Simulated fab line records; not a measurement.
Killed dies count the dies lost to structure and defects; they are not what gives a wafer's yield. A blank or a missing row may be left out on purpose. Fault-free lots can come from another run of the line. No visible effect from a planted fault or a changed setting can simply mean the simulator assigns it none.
Struck lot and sound lot, side by side | flow nand-harc | 14 out of 1302 route steps
Sound: the wafers L895.1, L895.3, L895.4. The struck wafers were L907.1, L907.2, L907.6. The cause comes at the end.
Order at every step that has rows: each side's tool, ch and its chambers, its first start. Under that, the readings that differ: sound wafers | struck wafers | difference of the means | sigmas: that difference in standard deviations of wafers without a fault.
alike: a reading whose means differ by less than 2 such deviations, as well as words and numbers matching on both sides. not compared: withheld readings; readings where some wafer has no value; bounds like >300 that might hide an equal value; numbers whose values overlap and for which the record gives no deviation.
A row with sigmas, a row that says differs or no value, or rows on one side alone: a step with any of these is where the two part. Numbers that don't overlap but have no deviation are shown without sigmas and don't part them. A reading that every wafer of one side lacks parts them only if that side has two wafers or more.

NHARC_A_CHANNEL_FILL_D2_ALD_03: deposits SiNx, target thk 6 nm, pulse time 60 s, ald cycles 58.
  sound: ald-sin-batch-03 ch 0; struck: ald-sin-batch-01 ch 0
  alike: chamber-pressure-Torr, precursor-pulse-height-rel
NHARC_A_CHANNEL_FILL_D2_ALD_14: deposits SiO2, target thk 2.5 nm, pulse time 10 s, ald cycles 25.
  sound on ald-hk-02 ch 0,2,3, day 14 04:32; struck on ald-hk-03 ch 0,1,2, day 20 01:12
  reading                    | sound             | struck            | difference | sigmas
  precursor-pulse-height-rel | 1.031 1.026 1.001 | 0.996 0.984 0.952 | -0.042     | -2
  alike: heater-power-outer-w, heater-power-w
NHARC_A_CHANNEL_FILL_D2_ALD_15: deposits SiNx, target thk 2 nm, pulse time 60 s, ald cycles 19.
  sound: ald-sin-batch-02 ch 0; struck: ald-sin-batch-03 ch 0
  alike: chamber-pressure-Torr, precursor-pulse-height-rel
NHARC_A_CHANNEL_FILL_D2_ALD_16: deposits SiO2, target thk 1.5 nm, pulse time 10 s, ald cycles 15.
  sound on ald-hk-03 ch 0,1,3, day 14 11:22; struck on ald-hk-02 ch 0,2, day 20 06:29
  alike: heater-power-outer-w, heater-power-w, precursor-pulse-height-rel
then, 2 steps without rows for these wafers: NHARC_A_CHANNEL_FILL_D2_ANNEAL_17 (time 1800 s); NHARC_A_CHANNEL_FILL_D2_CVD_18 (deposits poly-Si, target thk 3 nm).
NHARC_A_CHANNEL_FILL_D2_ETCHBACK_19: etches the open film in HBr/Cl2, target depth 5 nm, time 1.7 s.
  sound on rie-si-06 ch 0,2,3, day 14 23:08; struck on rie-si-06 ch 0,1,3, day 20 18:21
  alike: drypump-motor-current-A, oes-product-au, throttle-valve-pct
  not compared: rf-hours-counter-h
then, 5 steps without rows for these wafers: NHARC_A_CHANNEL_FILL_D2_ETCHBACK_20 (etches the open film in C4F8/O2/Ar, target depth 27 nm, time 13.5 s); NHARC_A_CHANNEL_FILL_D2_STRIP_28 (strips in O2, time 20 s); NHARC_A_CHANNEL_FILL_D2_PRECLEAN_21 (cleans in dHF, time 30 s); NHARC_A_CHANNEL_FILL_D2_SRD_23; NHARC_A_CHANNEL_FILL_D2_CVD_05 (deposits poly-Si, target thk 5 nm).
NHARC_A_CHANNEL_FILL_D2_ANNEAL_22: time 7200 s.
  sound on furnace-03 ch 0, day 15 08:01; struck on furnace-03 ch 0, day 21 02:24
  reading                | sound                | struck               | difference | sigmas
  spike-tc-bottom-C (C)  | 642.0 641.9 642.4    | 630.6 629.9 628.9    | -12.3      | -6
  spike-tc-centre-C (C)  | 620.2 621.3 621.3    | 606.3 605.2 606.1    | -15.1      | -14
  spike-tc-lower-C (C)   | 619.9 620.7 619.2    | 603.6 604.8 604.7    | -15.6      | -13
  spike-tc-top-C (C)     | 638 637 636          | 623 621 624          | -14        | -5
  spike-tc-upper-C (C)   | 621.3 622.3 620.0    | 604.2 605.1 605.2    | -16.4      | -12
  tube-center-temp-C (C) | 620.07 619.96 620.02 | 605.5 605.5 605.34   | -14.6      | -99 or more
  tube_center_temp_C_max | 621.93 621.35 621.50 | 607.06 606.76 606.63 | -14.78     | -57
  alike: zone-power-lower-pct, zone-power-top-pct
-- the record jumps here: 10 days lie between the struck wafers' starts before and after (it left off in module A_CHANNEL_FILL_D2 and takes up again in module END, whose first step shown is number 1302 of the route) --
NHARC_END_SORT_01:
  sound on prober-01 ch 0, day 24 09:24; struck on prober-02 ch 0, day 30 15:45
  alike: killed-at-array, killed-at-other, killed-at-periphery, killed-dies, killed-open, killed-short

WHERE THEY PART
Last at NHARC_A_CHANNEL_FILL_D2_ANNEAL_22 as far as this record goes, first at NHARC_A_CHANNEL_FILL_D2_ALD_14. Later steps at which nothing parts them and some readings are alike: NHARC_END_SORT_01.

WHY: what had been put in by the simulator
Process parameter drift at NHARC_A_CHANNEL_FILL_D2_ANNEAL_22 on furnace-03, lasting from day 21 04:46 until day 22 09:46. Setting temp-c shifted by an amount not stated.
